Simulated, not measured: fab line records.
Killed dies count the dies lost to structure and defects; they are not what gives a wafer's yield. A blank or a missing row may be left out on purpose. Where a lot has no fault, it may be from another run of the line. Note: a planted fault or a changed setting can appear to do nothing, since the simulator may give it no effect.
fab line records -- flow nand-harc
[record] lots = 13, wafers = 39, last-day = 25
route steps=1159 shown P_GATE@147 END@1159
lots with no fault: from the same line, run without faults
start-h: hours from the record's opening day to when the first of the lot's shown wafers began -- wait-h: time in hours since the lot's previous step -- " the same as in the row above -- L1.1+2: a row that stands for several wafers -- - no value, or no start was given -- * or withheld: withheld -- < > ~ a bound
route shown NAME@n: NAME is a module with steps in the file, n the number in the route of the first one -- usual: mean/standard deviation taken from wafers without a fault -- same: alike in all rows -- chamber/n: place in a boat -- sites: per-site readings -- _std_site: the standard deviation of these -- _edge_site: mean of outer sites minus mean of inner sites -- radius-mm: how far each site lies from the wafer's centre -- mask NAME#n: copy n -- behind: the most recent tool/chamber to have shaped the wafer -- hold: the reason the lot was held/the length of the hold in hours/how it ended -- device: the transistor (n, p or np) that didn't switch -- end of line: the route-end tests of the same wafers -- a step given without rows: its recipe and nothing more -- killed: at the first sort, the dies lost to defects and structure; wafer yield is something else -- map: a wafer's dies, marking killed ones x, the rest . and places with no die _
set.NAME: the run value of the setting; set.NAME@STEP: its run value at that earlier step -- model.NAME: the simulator's own value behind a step, which no gauge read
steps of the route over a sample of lots; a table a step, a row a wafer
services: when a tool's chamber went out of use (start-h, in hours from the record's first day, below 0 if earlier), for how many hours, and the reason
[[steps]]
[step NHARC_P_GATE_STRIP_106]
[recipe] o2-flow-sccm = 400, cos-flow-sccm = 20, ar-flow-sccm = 0, bias-w = 0, chemistry = O2/COS
lot.wafer,tool,chamber,start-h,wait-h
L963.1+2+5,rie-diel-02,"2,1,3",92,-
L966.4+5+6,rie-diel-02,"3,0,1",104,-
L965.3+4+5,rie-diel-07,"1,3,1",104,-
L967.1+3+4,rie-diel-02,"2,3,1",113,-
L970.3+1+6,rie-diel-04,"1,2,1",130,-
L969.3+1+4,rie-diel-04,"3,0,1",131,-
L971.2+4+1,rie-diel-02,"0,1,2",141,-
L972.4+2+1,rie-diel-02,"3,0,1",142,-
L973.4+6+5,rie-diel-04,"3,3,0",152,-
L974.4+1+5,rie-diel-04,"0,3,0",153,-
L981.2+3+1,rie-diel-02,"3,0,2",194,-
L985.1+3+2,rie-diel-02,"0,1,2",223,-
L986.4+3+6,rie-diel-04,"0,1,0",223,-
[step NHARC_P_GATE_STRIP_111]
[recipe] power-w = 1500, temp-c = 110, time-s = 250, chemistry = N2/H2
[usual] drypump-motor-current-A = 5.6/0.49, heater-power-w = 88/5.4, temp-c = 110.00/0.15
lot.wafer,tool,chamber,start-h,wait-h,drypump-motor-current-A,heater-power-w,rf-hours-counter-h,temp-c
L963.1,plasma-asher-02,0,104.99,0.4,6.1,92,30,110.02
L963.2,plasma-asher-02,1,104.99,0.4,4.9,84,30,109.97
L963.5,plasma-asher-02,0,104.99,0.4,6.1,95,-,110.08
L966.4,plasma-asher-02,1,117.54,0.3,4.9,86,-,110.14
L966.6,plasma-asher-02,0,117.54,0.3,6.1,93,-,109.94
L966.5,plasma-asher-02,1,117.54,0.3,4.9,84,-,110.28
L965.3,plasma-asher-01,1,118.23,0.2,5.8,85,-,110.00
L965.4,plasma-asher-01,0,118.23,0.2,5.5,92,-,110.01
L965.5,plasma-asher-01,0,118.23,0.2,5.5,94,-,110.13
L967.1,plasma-asher-01,1,125.36,0.2,5.8,84,7,109.84
L967.3,plasma-asher-01,1,125.36,0.2,5.8,83,-,109.97
L967.4,plasma-asher-01,0,125.36,0.2,5.5,94,-,110.03
L970.1,plasma-asher-02,0,142.69,0.2,6.1,93,43,109.90
L970.3,plasma-asher-02,0,142.69,0.2,6.1,92,-,110.10
L970.6,plasma-asher-02,1,142.69,0.2,4.9,84,-,109.92
L969.1,plasma-asher-01,1,143.12,0.3,5.8,84,11,110.22
L969.3,plasma-asher-01,0,143.12,0.3,5.5,93,-,109.92
L969.4,plasma-asher-01,1,143.12,0.3,5.8,84,-,110.21
L971.1,plasma-asher-02,1,153.97,0.2,4.9,83,47,109.95
L971.2,plasma-asher-02,0,153.97,0.2,6.2,93,47,109.95
L971.4,plasma-asher-02,1,153.97,0.2,4.9,86,-,110.07
L972.2,plasma-asher-02,1,154.72,0.2,4.9,83,48,110.04
L972.1,plasma-asher-02,0,154.72,0.2,6.1,92,48,110.25
L972.4,plasma-asher-02,0,154.72,0.2,6.1,93,-,110.06
L973.4,plasma-asher-01,0,165.02,0.2,5.5,94,-,110.06
L973.6,plasma-asher-01,0,165.02,0.2,5.5,96,-,110.07
L973.5,plasma-asher-01,1,165.02,0.2,5.8,85,-,110.10
L974.1,plasma-asher-02,0,165.72,0.2,6.2,92,52,110.04
L974.4,plasma-asher-02,1,165.72,0.2,4.9,82,-,109.88
L974.5,plasma-asher-02,1,165.72,0.2,4.9,82,-,109.89
L981.2,plasma-asher-01,0,207.02,0.2,5.5,94,34,110.21
L981.1,plasma-asher-01,1,207.02,0.2,5.8,84,34,110.04
L981.3,plasma-asher-01,1,207.02,0.2,5.8,83,-,110.07
L985.2,plasma-asher-01,0,235.34,0.2,5.5,94,43,110.11
L985.1,plasma-asher-01,1,235.34,0.2,5.8,82,43,109.93
L985.3,plasma-asher-01,1,235.34,0.2,5.8,85,-,110.21
L986.3,plasma-asher-02,0,235.52,0.2,6.1,89,-,109.82
L986.4,plasma-asher-02,1,235.52,0.2,4.9,80,-,109.68
L986.6,plasma-asher-02,0,235.52,0.2,6.2,88,-,109.49
[step NHARC_P_GATE_CD_MEAS_91]
[recipe] target-cd-nm = 2000, landing-energy-ev = 500
[usual] cd-nm = 2000.0/2.2
lot.wafer,tool,chamber,start-h,wait-h,cd-nm
L963.1,cd-sem-03,0,107.71,-,1998.3
L963.2,cd-sem-03,0,107.71,-,1997.6
L963.5,cd-sem-03,0,107.71,-,1999.2
L966.4,cd-sem-03,0,120.34,-,2000.1
L966.5,cd-sem-03,0,120.34,-,2000.5
L966.6,cd-sem-03,0,120.34,-,1998.9
L965.3,cd-sem-02,0,121.07,-,2001.4
L965.4,cd-sem-02,0,121.07,-,1997.3
L965.5,cd-sem-02,0,121.07,-,1998.6
L967.1,cd-sem-01,0,128.07,-,1998.2
L967.3,cd-sem-01,0,128.07,-,2002.6
L967.4,cd-sem-01,0,128.07,-,2002.0
L970.1,cd-sem-01,0,145.51,-,1996.9
L970.3,cd-sem-01,0,145.51,-,1998.2
L970.6,cd-sem-01,0,145.51,-,1998.6
L969.1,cd-sem-03,0,146.02,-,2001.9
L969.3,cd-sem-03,0,146.02,-,2001.5
L969.4,cd-sem-03,0,146.02,-,2001.2
L971.1,cd-sem-02,0,157.09,-,2006.0
L971.2,cd-sem-02,0,157.09,-,2004.5
L971.4,cd-sem-02,0,157.09,-,2000.9
L972.1,cd-sem-03,0,157.59,-,1998.4
L972.2,cd-sem-03,0,157.59,-,2001.6
L972.4,cd-sem-03,0,157.59,-,1998.9
L973.4,cd-sem-01,0,167.74,-,2003.1
L973.5,cd-sem-01,0,167.74,-,2002.4
L973.6,cd-sem-01,0,167.74,-,2000.9
L974.1,cd-sem-02,0,168.59,-,2000.0
L974.4,cd-sem-02,0,168.59,-,1996.2
L974.5,cd-sem-02,0,168.59,-,1998.1
L981.1,cd-sem-02,0,209.86,-,1995.5
L981.2,cd-sem-02,0,209.86,-,1997.6
L981.3,cd-sem-02,0,209.86,-,1999.1
L985.1,cd-sem-03,0,238.29,-,2002.0
L985.2,cd-sem-03,0,238.29,-,1999.7
L985.3,cd-sem-03,0,238.29,-,2000.1
L986.3,cd-sem-01,0,238.48,-,2003.5
L986.4,cd-sem-01,0,238.48,-,2001.6
L986.6,cd-sem-01,0,238.48,-,1999.3
[step NHARC_P_GATE_STRIP_113]
[recipe] power-w = 1500, temp-c = 110, time-s = 740, chemistry = N2/H2
[usual] drypump-motor-current-A = 5.6/0.46, heater-power-w = 88/5.5, temp-c = 109.99/0.13
lot.wafer,tool,chamber,start-h,wait-h,drypump-motor-current-A,heater-power-w,rf-hours-counter-h,temp-c
L963.2,plasma-asher-02,1,108.24,0.2,4.9,83,32,109.96
L963.1,plasma-asher-02,0,108.24,0.2,6.1,93,32,109.98
L963.5,plasma-asher-02,1,108.24,0.2,4.9,83,-,110.19
L966.4,plasma-asher-02,0,121.21,0.5,6.1,94,-,110.15
L966.5,plasma-asher-02,1,121.21,0.5,4.9,84,-,109.85
L966.6,plasma-asher-02,0,121.21,0.5,6.1,92,-,109.96
L965.4,plasma-asher-01,1,121.84,0.3,5.8,84,-,109.87
L965.3,plasma-asher-01,0,121.84,0.3,5.5,94,-,110.04
L965.5,plasma-asher-01,0,121.84,0.3,5.5,98,-,110.27
L967.1,plasma-asher-01,1,128.63,0.2,5.8,84,8,109.92
L967.4,plasma-asher-01,1,128.63,0.2,5.8,86,-,109.80
L967.3,plasma-asher-01,0,128.63,0.2,5.5,96,-,109.95
L970.1,plasma-asher-02,1,146.08,0.2,4.9,83,44,110.14
L970.3,plasma-asher-02,0,146.08,0.2,6.1,91,-,110.10
L970.6,plasma-asher-02,0,146.08,0.2,6.1,89,-,109.93
L969.1,plasma-asher-02,1,146.98,0.6,4.9,84,45,110.02
L969.3,plasma-asher-02,0,146.98,0.6,6.1,95,-,109.86
L969.4,plasma-asher-02,1,146.98,0.6,4.9,82,-,109.83
L971.1,plasma-asher-01,0,157.62,0.2,5.5,94,15,110.16
L971.2,plasma-asher-01,1,157.62,0.2,5.8,82,15,109.90
L971.4,plasma-asher-01,0,157.62,0.2,5.5,93,-,110.10
L972.1,plasma-asher-02,0,158.25,0.2,6.1,95,50,110.08
L972.2,plasma-asher-02,1,158.25,0.2,4.8,83,50,109.97
L972.4,plasma-asher-02,1,158.25,0.2,4.9,82,-,110.00
L973.4,plasma-asher-02,1,168.70,0.5,4.9,84,-,110.08
L973.6,plasma-asher-02,0,168.70,0.5,6.1,92,-,109.99
L973.5,plasma-asher-02,1,168.70,0.5,4.9,86,-,110.17
L974.1,plasma-asher-01,0,169.24,0.3,5.5,93,19,109.72
L974.4,plasma-asher-01,0,169.24,0.3,5.6,94,-,109.89
L974.5,plasma-asher-01,0,169.24,0.3,5.5,95,-,109.81
L981.2,plasma-asher-02,0,210.39,0.2,6.1,89,5,110.00
L981.1,plasma-asher-02,1,210.39,0.2,4.9,80,5,110.03
L981.3,plasma-asher-02,1,210.39,0.2,4.9,79,-,109.73
L985.1,plasma-asher-02,0,238.99,0.2,6.1,88,15,109.82
L985.2,plasma-asher-02,1,238.99,0.2,4.9,78,15,110.05
L985.3,plasma-asher-02,1,238.99,0.2,4.9,81,-,109.81
L986.4,plasma-asher-01,1,239.66,0.6,5.8,83,-,109.99
L986.3,plasma-asher-01,0,239.66,0.6,5.5,96,-,110.13
L986.6,plasma-asher-01,0,239.66,0.6,5.5,94,-,110.18
[step NHARC_P_GATE_INSPECT_68]
[usual] raw-defect-count = 220/81
lot.wafer,tool,chamber,start-h,wait-h,raw-defect-count
L963.1,defect-inspect-02,-,110.92,0.2,104
L963.2,defect-inspect-02,-,110.92,0.2,254
L963.5,defect-inspect-02,-,110.92,0.2,212
L966.4,defect-inspect-01,-,123.42,0.1,224
L966.5,defect-inspect-01,-,123.42,0.1,206
L966.6,defect-inspect-01,-,123.42,0.1,148
L965.3,defect-inspect-02,-,124.21,0.1,185
L965.4,defect-inspect-02,-,124.21,0.1,81
L965.5,defect-inspect-02,-,124.21,0.1,134
L967.1,defect-inspect-01,-,131.17,0.2,406
L967.3,defect-inspect-01,-,131.17,0.2,119
L967.4,defect-inspect-01,-,131.17,0.2,194
L970.1,defect-inspect-01,-,148.62,0.2,209
L970.3,defect-inspect-01,-,148.62,0.2,191
L970.6,defect-inspect-01,-,148.62,0.2,229
L969.1,defect-inspect-02,-,149.41,0.2,177
L969.3,defect-inspect-02,-,149.41,0.2,147
L969.4,defect-inspect-02,-,149.41,0.2,310
L971.1,defect-inspect-02,-,160.17,0.2,178
L971.2,defect-inspect-02,-,160.17,0.2,278
L971.4,defect-inspect-02,-,160.17,0.2,173
L972.1,defect-inspect-01,-,160.80,0.2,342
L972.2,defect-inspect-01,-,160.80,0.2,189
L972.4,defect-inspect-01,-,160.80,0.2,162
L973.4,defect-inspect-01,-,170.90,0.1,792
L973.5,defect-inspect-01,-,170.90,0.1,872
L973.6,defect-inspect-01,-,170.90,0.1,870
L974.1,defect-inspect-02,-,171.67,0.2,853
L974.4,defect-inspect-02,-,171.67,0.2,820
L974.5,defect-inspect-02,-,171.67,0.2,859
L981.1,defect-inspect-02,-,212.95,0.2,195
L981.2,defect-inspect-02,-,212.95,0.2,149
L981.3,defect-inspect-02,-,212.95,0.2,270
L985.1,defect-inspect-01,-,241.67,0.2,320
L985.2,defect-inspect-01,-,241.67,0.2,149
L985.3,defect-inspect-01,-,241.67,0.2,343
L986.3,defect-inspect-01,-,241.96,0.1,272
L986.4,defect-inspect-01,-,241.96,0.1,236
L986.6,defect-inspect-01,-,241.96,0.1,159
[step NHARC_END_SORT_01]
[recipe] temp-c = 25
[usual] killed-at-array = 28/11, killed-at-other = 0.8/1.1, killed-at-periphery = 3.3/2.8, killed-dies = 32/11, killed-open = 3.3/1.9, killed-short = 1.9/1.4
[same] gross-dies = 677
lot.wafer,tool,chamber,start-h,wait-h,killed-at-array,killed-at-other,killed-at-periphery,killed-dies,killed-open,killed-short
L973.4,prober-02,0,497.07,3.4,30,0,70,100,2,2
L973.5,prober-02,0,497.87,3.7,19,1,81,101,1,1
L973.6,prober-02,0,498.67,4.0,29,1,62,92,7,1
L974.1,prober-01,0,510.22,2.5,27,1,66,94,6,3
L974.4,prober-01,0,512.60,3.4,30,0,92,122,2,7
L974.5,prober-01,0,513.39,3.7,30,0,88,118,5,1
// killed by level:class
L973.4 P_GATE:unspecified=70 A_CHANNEL_HOLE_D1:chamber-film-flake=20 A_CONTACT:chamber-film-flake=3 A_ZERO_WELL:chamber-film-flake=2 A_ONON_D1:geometric-particle:short=1 A_SGD_CUT:geometric-particle:open=1 A_WL_FILL:geometric-particle:open=1 A_CONTACT:geometric-particle:short=1
L973.5 P_GATE:unspecified=81 A_CHANNEL_HOLE_D1:chamber-film-flake=13 A_STAIRCASE:chamber-film-flake=2 A_ONON_D1:geometric-particle:short=1 A_CHANNEL_HOLE_D1:geometric-particle:open=1 A_ZERO_WELL:chamber-film-flake=1 A_CONTACT:chamber-film-flake=1 HYBRID_BOND:chamber-film-flake=1
L973.6 P_GATE:unspecified=62 A_CHANNEL_HOLE_D1:chamber-film-flake=12 A_STAIRCASE:chamber-film-flake=5 A_M0:geometric-particle:open=3 A_CONTACT:chamber-film-flake=2 A_ONON_D1:geometric-particle:open=1 A_SGD_CUT:geometric-particle:open=1 A_WL_FILL:geometric-particle:open=1
L974.1 P_GATE:unspecified=63 A_SLIT:chamber-film-flake=9 A_STAIRCASE:chamber-film-flake=6 A_WL_FILL:chamber-film-flake=4 P_CONTACT:geometric-particle:open=2 A_CHANNEL_FILL_D1:geometric-particle:short=2 A_CONTACT:geometric-particle:open=2 A_CONTACT:chamber-film-flake=2
L974.4 P_GATE:unspecified=91 A_SLIT:chamber-film-flake=10 A_ONON_D1:geometric-particle:short=4 A_CHANNEL_HOLE_D1:chamber-film-flake=3 A_SGD_CUT:chamber-film-flake=3 A_WL_FILL:chamber-film-flake=3 A_WL_FILL:geometric-particle:short=2 A_CHANNEL_FILL_D1:geometric-particle:open=1
L974.5 P_GATE:unspecified=85 A_SLIT:chamber-film-flake=15 A_STAIRCASE:chamber-film-flake=4 A_CHANNEL_HOLE_D1:chamber-film-flake=3 P_M0:geometric-particle:open=2 A_CONTACT:geometric-particle:open=2 A_CONTACT:chamber-film-flake=2 A_WL_FILL:chamber-film-flake=2
[[services]]
tool,chamber,start-h,hours,kind
rie-diel-02,2,76.52,9.1,repair
rie-diel-04,1,86.16,35.7,repair
plasma-asher-01,-,99.24,9.0,pm
plasma-asher-01,0,99.24,9.0,vent-cycle
plasma-asher-01,1,99.24,9.0,vent-cycle
plasma-asher-01,0,108.24,-,clean
plasma-asher-01,1,108.24,-,clean
rie-diel-04,2,109.67,10.2,repair
rie-diel-04,-,112.27,9.0,pm
rie-diel-02,3,123.35,4.3,repair
rie-diel-02,2,126.90,3.8,repair
rie-diel-02,3,129.39,6.6,repair
rie-diel-02,-,150.90,9.0,pm
plasma-asher-01,-,152.27,4.5,repair
rie-diel-07,0,156.86,6.5,repair
rie-diel-04,0,177.00,7.6,repair
plasma-asher-02,-,183.25,9.0,pm
plasma-asher-02,0,183.25,9.0,vent-cycle
plasma-asher-02,1,183.25,9.0,vent-cycle
plasma-asher-02,0,192.25,-,clean
plasma-asher-02,1,192.25,-,clean
rie-diel-02,1,193.72,2.0,repair
rie-diel-02,3,196.56,13.3,repair
rie-diel-07,-,228.20,9.0,pm
[[key]]
[first-sign] step = NHARC_P_GATE_INSPECT_68, reading = raw-defect-count, direction = up, sigmas = 7.8, usual = 220, struck = 844
[effect] step = NHARC_END_SORT_01, reading = killed-at-periphery, direction = up, sigmas = 26, usual = 3.3, struck = 76.5
[more-kills-born-at] NHARC_P_GATE_STRIP_106@rie-diel-04 = 451
met-at NHARC_P_GATE_STRIP_106
struck-lots L973,L974
tester-left-out L973,L974
not-acting-at NHARC_P_GATE_STRIP_111,NHARC_P_GATE_CD_MEAS_91,NHARC_P_GATE_STRIP_113
onset-between 131 152
[fault] kind = chamber-particle-source, tool = rie-diel-04, chamber = -, onset-h = 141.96, steps = NHARC_P_GATE_STRIP_106, rate-per-visit-cm2 = 1.0107, end-h = 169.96
// tester-left-out: of these lots the tester's yield and bins aren't shown, on N5 and GAA mostly nor the transistor test; their killed dies are dies lost to structure and defects alone, not to doping, threshold or leakage, so they don't give the yield
